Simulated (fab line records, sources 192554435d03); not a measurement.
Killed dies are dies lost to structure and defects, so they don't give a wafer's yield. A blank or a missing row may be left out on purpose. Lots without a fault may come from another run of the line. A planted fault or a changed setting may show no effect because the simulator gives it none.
fab line records | flow n5_finfet
record lots=4 wafers=12 last_day=20
route steps=1938 shown BEOL_M15@1824 PASS1_DEP@1831 MIM_BOT@1832 MIM_TOP@1834 MIM_TOP_LITHO@1839 PASSIVATION@1936
lots that met no fault: from a run of the same line without faults
start_h: hours from the record's first day to the start of the lot's first wafer shown | wait_h: hours since the lot's step before | " the same as in the row above | L1.1+2: a row that stands for several wafers | - no value, or no start given | * or withheld: withheld | < > ~ a bound
route shown NAME@n: a module of which the file shows steps, and the number in the route of the first | usual: mean/standard deviation of fault-free wafers | same: alike in all rows | chamber/n: place in a boat | sites: the reading at each site | _std_site: their standard deviation | _edge_site: outer sites' mean less inner sites' | radius_mm: how far each site lies from the wafer's centre | mask NAME#n: copy n | behind: the tool/chamber that last shaped the wafer | hold: why the lot was held/for how many hours/how that ended | device: the transistor (n, p or np) that didn't switch | end of line: the same wafers' tests at the end of the route | a step without rows: its recipe alone | killed: dies lost to structure and defects at the first sort, not the wafer's yield | map: a wafer's dies, x killed, . not, _ none there
set.NAME: the setting as run; set.NAME@STEP: as run at that earlier step | model.NAME: the simulator's own value behind a step, which no gauge read
lots at some steps of the route; a table a step, a row a wafer
services: from which hour (start_h, from the record's first day; less than 0 if before it) a tool's chamber was out of use, for how many hours, and why
## steps
# step N5_BEOL_M15_CMP_49
# recipe stop_on=SiO2 t_overpolish_s=4.9 down_force_psi=2 platen_rpm=80 clearing_platen_down_force_psi=2 clearing_platen_rpm=80 post_cmp_clean=cu_alkaline target_thk_nm=850 clearing_platen_pad_velocity_m_s=1.5917 pad_velocity_m_s=1.5917
# step N5_BEOL_M15_PRE_CLEAN_52
# recipe gas=NH3 time_s=15 temp_c=withheld rf_power_w=300
# step N5_BEOL_M15_DEP_53
# recipe material=SiCN target_thk_a=500 temp_c=withheld precursor=3MS/NH3 pressure_torr=3 rf_w=675 time_s=17.8
# step N5_PASSIVATION_PECVD_00
# recipe material=SiO2 target_thk_a=2000 temp_c=400 precursor=SiH4/N2O pressure_torr=2.7 rf_w=608 time_s=11.2
# step N5_MIM_BOT_DEGAS_01
# recipe ambient=vacuum temp_c=300 time_s=60
# step N5_MIM_BOT_SPUTTER_00
# recipe material=TiN target_thk_a=350 temp_c=200 power_w=3000 chamber_pressure_pa=0.49996 gas=Ar reactive_partial_pa=0.37997 time_s=89.7
# step N5_MIM_TOP_ALD_00
# recipe material=Al2O3 target_thk_a=* temp_c=withheld ald_precursor_family=TMA ald_co_reactant=O3 pulse_time_s=withheld purge_time_s=3 co_reactant_purge_time_s=withheld co_reactant_pulse_time_s=3 ald_cycles=withheld
# step N5_MIM_TOP_ALD_01
# recipe material=HfO2 target_thk_a=56 temp_c=withheld ald_precursor_family=Hf-amide ald_co_reactant=O3 pulse_time_s=1 purge_time_s=3 co_reactant_purge_time_s=2 co_reactant_pulse_time_s=3 ald_cycles=62
# step N5_MIM_TOP_ALD_02
# recipe material=Al2O3 target_thk_a=* temp_c=withheld ald_precursor_family=TMA ald_co_reactant=O3 pulse_time_s=withheld purge_time_s=3 co_reactant_purge_time_s=withheld co_reactant_pulse_time_s=3 ald_cycles=withheld
# usual precursor_pulse_height_rel=1.000/0.019
# columns lot.wafer tool chamber start_h wait_h precursor_pulse_height_rel
L323.3 ald_hk-02 2 327 - 0.974
L323.5 " 1 " " 1.024
L323.6 " 2 " " 1.008
L332.1 ald_hk-02 1 373 - 1.018
L332.4 " 3 " " 0.989
L332.5 " 2 " " 0.991
L333.2 ald_hk-02 3 379 - 1.002
L333.3 " 2 " " 1.023
L333.5 " 2 " " 1.002
L341.2 ald_hk-01 3 467 - 1.040
L341.3 " 1 " " 0.969
L341.6 " 1 " " 0.996
# step N5_MIM_TOP_DEGAS_04
# recipe ambient=vacuum temp_c=300 time_s=60
# step N5_MIM_TOP_SPUTTER_03
# recipe material=TiN target_thk_a=350 temp_c=200 power_w=3000 chamber_pressure_pa=0.49996 gas=Ar reactive_partial_pa=0.37997 time_s=89.7
# step N5_MIM_TOP_LITHO_HMDS_01
# recipe time_s=60 temp_c=120
# step N5_MIM_TOP_LITHO_COAT_02
# recipe spin_rpm=* resist_thk_nm=*
# step N5_MIM_TOP_LITHO_EBR_04
# recipe solvent=PGMEA ebr_width_mm=1.5
# step N5_MIM_TOP_LITHO_SOFTBAKE_03
# recipe temp_c=100 time_s=90
# step N5_MIM_TOP_LITHO_EXPOSE_05
# recipe mask_id=MIM_TOP na=0.55 source_shape=conventional sigma_outer=0.8 polarization=unpolarized target_cd_nm=2000 dose_mj=20.5
# step N5_MIM_TOP_LITHO_PEB_06
# recipe peb_temp_c=withheld peb_time_s=*
# step N5_MIM_TOP_LITHO_DEVELOP_07
# recipe develop_time_s=60 rinse_liquid=diw dry=air_spin dev_temp_c=21
# step N5_MIM_TOP_LITHO_HARDBAKE_09
# recipe temp_c=130 time_s=120
# step N5_MIM_TOP_LITHO_INSPECT_12
# recipe mode=adi inspect_instrument=macro
# usual raw_defect_count=2.0/1.5
# columns lot.wafer tool chamber start_h wait_h raw_defect_count
L323.3 defect_inspect-02 - 327.85 0.0 0
L323.5 " - " " 1
L323.6 " - " " 0
L332.1 defect_inspect-02 - 374.20 0.0 1
L332.4 " - " " 2
L332.5 " - " " >300
L333.2 defect_inspect-02 - 380.58 0.0 4
L333.3 " - " " >300
L333.5 " - " " >300
L341.2 defect_inspect-02 - 469.75 0.0 4
L341.3 " - " " 0
L341.6 " - " " 2
# step N5_MIM_TOP_LITHO_DESCUM_10
# recipe chemistry=O2 time_s=7.9 source_power_w=50 bias_power_w=20 pressure_mtorr=20 rf_frequency_hz=2.712e+07 temp_c=40 o2_flow_sccm=225
# step N5_PASSIVATION_PROBE_49
# usual defect_limited_yield=91.2/1.3 killed_at_M0_to_M3=34/9.2 killed_at_M4_up=14/5 killed_at_contacts=13/6.7 killed_at_front_end=39/12 killed_at_other=4/3.3 killed_dies=104/15 killed_on_rim=14/3.7 killed_open=68/12 killed_short=34/7.5 sort_bin_5_function=5.2/0.87 sort_bin_6_memory=3.3/0.63 sort_n_pass=1076/15 sort_yield_pct=91.2/1.3
# same gross_dies=1180 killed_at_back_side=0 sort_bin_4_leakage[%]=0 sort_bin_8_speed[%]=0
# columns lot.wafer tool chamber start_h wait_h defect_limited_yield[%] killed_at_M0_to_M3 killed_at_M4_up killed_at_contacts killed_at_front_end killed_at_other killed_dies killed_on_rim killed_open killed_short sort_bin_5_function[%] sort_bin_6_memory[%] sort_n_pass sort_yield_pct[%]
L323.3 prober-01 - 341.68 0.3 92.7 24 12 20 28 2 86 17 56 29 4.2 3.0 1094 92.7
L323.5 prober-01 - 341.78 0.4 92.5 37 12 16 18 6 89 14 55 33 5.2 2.4 1091 92.5
L323.6 prober-01 - 341.83 0.5 94.6 17 12 10 18 7 64 10 41 22 3.1 2.1 1116 94.6
L332.4 prober-02 - 385.29 0.2 92.1 34 13 6 37 3 93 12 56 35 4.3 3.1 1087 92.1
L332.5 prober-02 - 385.34 0.2 85.1 40 8 5 23 100 176 28 47 31 7.8 3.6 1004 85.1
L333.2 prober-02 - 392.55 0.1 92.3 38 13 8 30 2 91 10 62 29 4.4 3.1 1089 92.3
L333.3 prober-02 - 392.60 0.1 84.0 38 14 9 35 93 189 26 68 31 9.4 3.3 991 84.0
L333.5 prober-02 - 392.70 0.2 83.4 39 18 5 47 87 196 33 83 29 10.3 4.2 984 83.4
L341.2 prober-02 - 478.73 0.1 89.1 35 14 26 48 6 129 21 91 36 7.0 3.6 1051 89.1
L341.3 prober-02 - 478.78 0.1 91.3 27 18 12 37 9 103 10 70 33 5.0 3.5 1077 91.3
L341.6 prober-02 - 478.93 0.3 91.0 41 17 8 36 4 106 11 58 45 5.8 3.0 1074 91.0
# killed by level:class
L323.3 MOL_CONTACT_COAG:geometric_particle:open=16 FIN_SAQP:geometric_particle:short=9 BEOL_M2:geometric_particle:open=5 BEOL_M3:geometric_particle:open=5 BEOL_M4:geometric_particle:open=5 GATE_CUT:geometric_particle:open=4 MOL_CONTACT_COAG:geometric_particle:short=4 BEOL_M0_SAQP:geometric_particle:open=4
L323.5 MOL_CONTACT_COAG:geometric_particle:open=11 BEOL_M0_SAQP:geometric_particle:open=9 BEOL_M3:geometric_particle:open=8 BEOL_M4:geometric_particle:open=6 FIN_SAQP:geometric_particle:open=5 FIN_SAQP:geometric_particle:short=5 MOL_CONTACT_COAG:geometric_particle:short=5 BEOL_M0_SAQP:geometric_particle:short=5
L323.6 MOL_CONTACT_COAG:geometric_particle:open=8 BEOL_M3:geometric_particle:open=8 FIN_SAQP:geometric_particle:short=6 BEOL_M4:geometric_particle:open=4 FIN_SAQP:geometric_particle:open=2 STI_FIN_REVEAL:geometric_particle:open=2 DUMMY_GATE:geometric_particle:open=2 GATE_CUT:geometric_particle:short=2
L332.4 FIN_SAQP:geometric_particle:open=11 FIN_SAQP:geometric_particle:short=8 BEOL_M4:geometric_particle:open=8 MOL_CONTACT_COAG:geometric_particle:open=6 DUMMY_GATE:geometric_particle:open=5 BEOL_M0_SAQP:geometric_particle:short=5 BEOL_M1:geometric_particle:short=5 BEOL_M2:geometric_particle:open=5
L332.5 MIM_TOP:unspecified=96 BEOL_M0_SAQP:geometric_particle:short=11 BEOL_M3:geometric_particle:open=8 BEOL_M4:geometric_particle:open=6 GATE_CUT:geometric_particle:short=5 BEOL_M0_SAQP:geometric_particle:open=5 BEOL_M1:geometric_particle:open=5 FIN_SAQP:geometric_particle:open=4
L333.2 BEOL_M0_SAQP:geometric_particle:short=11 BEOL_M3:geometric_particle:open=11 STI_FIN_REVEAL:geometric_particle:open=7 MOL_CONTACT_COAG:geometric_particle:open=7 BEOL_M5:geometric_particle:open=7 BEOL_M0_SAQP:geometric_particle:open=6 DUMMY_GATE:geometric_particle:open=5 BEOL_M1:geometric_particle:open=5
L333.3 MIM_TOP:unspecified=90 BEOL_M0_SAQP:geometric_particle:open=10 FIN_SAQP:geometric_particle:open=8 MOL_CONTACT_COAG:geometric_particle:open=8 BEOL_M0_SAQP:geometric_particle:short=8 STI_FIN_REVEAL:geometric_particle:open=7 BEOL_M1:geometric_particle:open=7 BEOL_M0:geometric_particle:open=5
L333.5 MIM_TOP:unspecified=84 FIN_SAQP:geometric_particle:open=19 BEOL_M3:geometric_particle:open=15 BEOL_M5:geometric_particle:open=11 BEOL_M0_SAQP:geometric_particle:open=8 BEOL_M0_SAQP:geometric_particle:short=7 STARTING-WAFER:geometric_particle:short=6 STI_FIN_REVEAL:geometric_particle:open=5
L341.2 MOL_CONTACT_COAG:geometric_particle:open=21 FIN_SAQP:geometric_particle:short=10 FIN_SAQP:geometric_particle:open=10 STI_FIN_REVEAL:geometric_particle:open=10 BEOL_M0_SAQP:geometric_particle:short=9 BEOL_M0_SAQP:geometric_particle:open=9 BEOL_M4:geometric_particle:open=9 BEOL_M2:geometric_particle:open=6
L341.3 MOL_CONTACT_COAG:geometric_particle:open=11 FIN_SAQP:geometric_particle:open=9 BEOL_M0_SAQP:geometric_particle:short=8 BEOL_M4:geometric_particle:open=8 DUMMY_GATE:geometric_particle:open=6 GATE_CUT:geometric_particle:short=6 BEOL_M1:geometric_particle:open=5 BEOL_M2:geometric_particle:open=5
L341.6 FIN_SAQP:geometric_particle:short=15 BEOL_M2:geometric_particle:open=10 BEOL_M0_SAQP:geometric_particle:short=9 BEOL_M4:geometric_particle:open=7 MOL_CONTACT_COAG:geometric_particle:open=6 FIN_SAQP:geometric_particle:open=5 GATE_CUT:geometric_particle:short=5 BEOL_M0:geometric_particle:open=5
# map L332.5 (x killed, . not)
_________________............________________
______________.................x_____________
___________.................x......__________
__________.........x.......x........_________
________............x...x............._______
_______.........x.........x.x....x.....______
______............x..x.................._____
_____....................................____
____...........................x.........x___
___....................x.............x.....__
___x.....x......................x.....xxx..__
__.......xx....x..x.....x..................._
__.........x..........................x..x.._
_..............x.............................
_.x...x.....x...................x............
_...x.............x.......................x..
_......x........x...x........................
_.x.................x...x..........x.........
_..x...xx.x..x.......x.....x....x............
_.............................x..............
_......x......................x...x..........
__.......x....x...........................x._
__x.x.x.x.....xx..x..............x.........._
___.x.xxxx..xxx.................x..........__
___..x.xxxx.xxx...x.........x.............x__
____xxxxxxxxxxxx.......................x..___
_____xxxxxxxxxxxxx.......x...............____
______xxxxxxxxxxx........x.............._____
_______xxxxxxxxxxx.x..................x______
________xxxxxxxxxx.x.................._______
__________xxxxxxxx................x._________
___________xxxxxxxx........x.......__________
______________.x...xx...x......._____________
_________________x.x..x......________________
# map L333.5 (x killed, . not)
_________________...........x________________
______________.x..x..x..x.x....._____________
___________.....x.......x..........__________
__________........x..........x......_________
________...........x......x..........._______
_______...............x.x......x.......______
______...........x..x......x.......x...._____
_____x........x....x.......x...x.....x...____
____..................x...................___
___......x......x.................x.....x..__
___..........x......x............x.....x...__
__...x........x.....................x....x.._
__...x.....x..........x.....x.........x....._
_...............x....x......x................
_..............xx...........................x
_...x...xx......x........x......x.x......x...
_.....x........x.x....................x......
_x.....x..x..x......................xx.......
_......xxx......x....x.x...............x.....
_............x.........................x.....
_.........x..................................
__x......................x.............x...._
__.xx......x..x.....................x......._
___...xx.x.x..x..x...................x.....__
___.x.xxxxxxx.x.....x......................__
____xxxxxxxxxxx.x.....xx.................x___
_____x.xxxxxxxxxxx........x......x...x...____
______xxxxxxxxxxxx.......x..x.........x._____
_______xxxxxxxxxx.x.....x.x.........x..______
________xxxxxxxxxx.......x............_______
__________xxxxxxx......x..x.......x._________
___________xxxxxx....x.........x...__________
______________x..x......x......._____________
_________________x...x.....x.________________
## services
# columns tool chamber start_h hours kind
ald_hk-01 - 323.36 0.6 repair
ald_hk-02 - 352.36 2.8 pm
## key
first_sign step=N5_MIM_TOP_LITHO_INSPECT_12 reading=raw_defect_count direction=up sigmas=99+ usual=2.0 struck=>300
effect step=N5_PASSIVATION_PROBE_49 reading=killed_at_other direction=up sigmas=28 usual=4 struck=93
more_kills_born_at N5_MIM_TOP_ALD_02@ald_hk-02=270
met_at N5_MIM_TOP_ALD_02
struck_wafers L332.5,L333.3,L333.5
onset_between 327 373
fault kind=chamber_particle_source tool=ald_hk-02 chamber=2 onset_h=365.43 steps=N5_MIM_TOP_ALD_02 rate_per_visit_cm2=1.3959 end_h=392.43
